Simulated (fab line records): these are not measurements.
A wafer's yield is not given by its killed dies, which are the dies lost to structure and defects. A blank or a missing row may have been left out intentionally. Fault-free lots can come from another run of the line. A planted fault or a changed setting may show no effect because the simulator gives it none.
Matching of chambers | flow n5-finfet | N5_MOL_CONTACT_COAG_VIA_ETCH_46 on rie-diel-02: 3 sister chambers
The step etches SiO2 in C4F6/O2, target depth 46 nm, overetch 9.2 nm, time 40 s. 6 wafers are shown with their chamber, then 6 later ones without.

== WAFERS WITH THEIR CHAMBER ==
wafer  | chamber | throttle-valve-pct (%) | showerhead-plenum-p-Torr (Torr)
L077.4 | 1       | 40.63                  | 2.81
L082.1 | 3       | 40.33                  | 2.71
L082.4 | 2       | 41.04                  | 2.82
L082.6 | 2       | 41.03                  | 2.82
L086.2 | 3       | 40.35                  | 2.71
L086.3 | 1       | 40.62                  | 2.80

== WAFERS WITHOUT THEIR CHAMBER ==
wafer  | throttle-valve-pct (%) | showerhead-plenum-p-Torr (Torr)
L089.1 | 40.64                  | 2.80
L089.3 | 40.36                  | 2.71
L089.4 | 40.38                  | 2.71
L091.3 | 40.64                  | 2.79
L091.4 | 40.37                  | 2.71
L091.5 | 40.63                  | 2.79

== THE CHAMBER EACH PASSED THROUGH ==
wafer  | from the rows above | in truth
L089.1 | 1                   | 1
L089.3 | 3                   | 3
L089.4 | 3                   | 3
L091.3 | 1                   | 1
L091.4 | 3                   | 3
L091.5 | 1                   | 1
6 of 6 placed correctly. From these rows, 0 cannot be placed. 0 placed wrongly.
How it was worked out, from the rows above alone: a wafer's distance from a chamber is the root of the sum, over the readings, of the square of ((its reading less the chamber's mean) divided by the reading's scatter). If the next closest chamber is less than 2 further off than the closest, the wafer can't be placed; otherwise it belongs to the closest. Each chamber's mean is taken over the wafers shown for it. How the scatter is found: for the shown wafers, subtract from each reading the mean of its chamber, square and add these, divide the total by (wafers less chambers), then take the root.
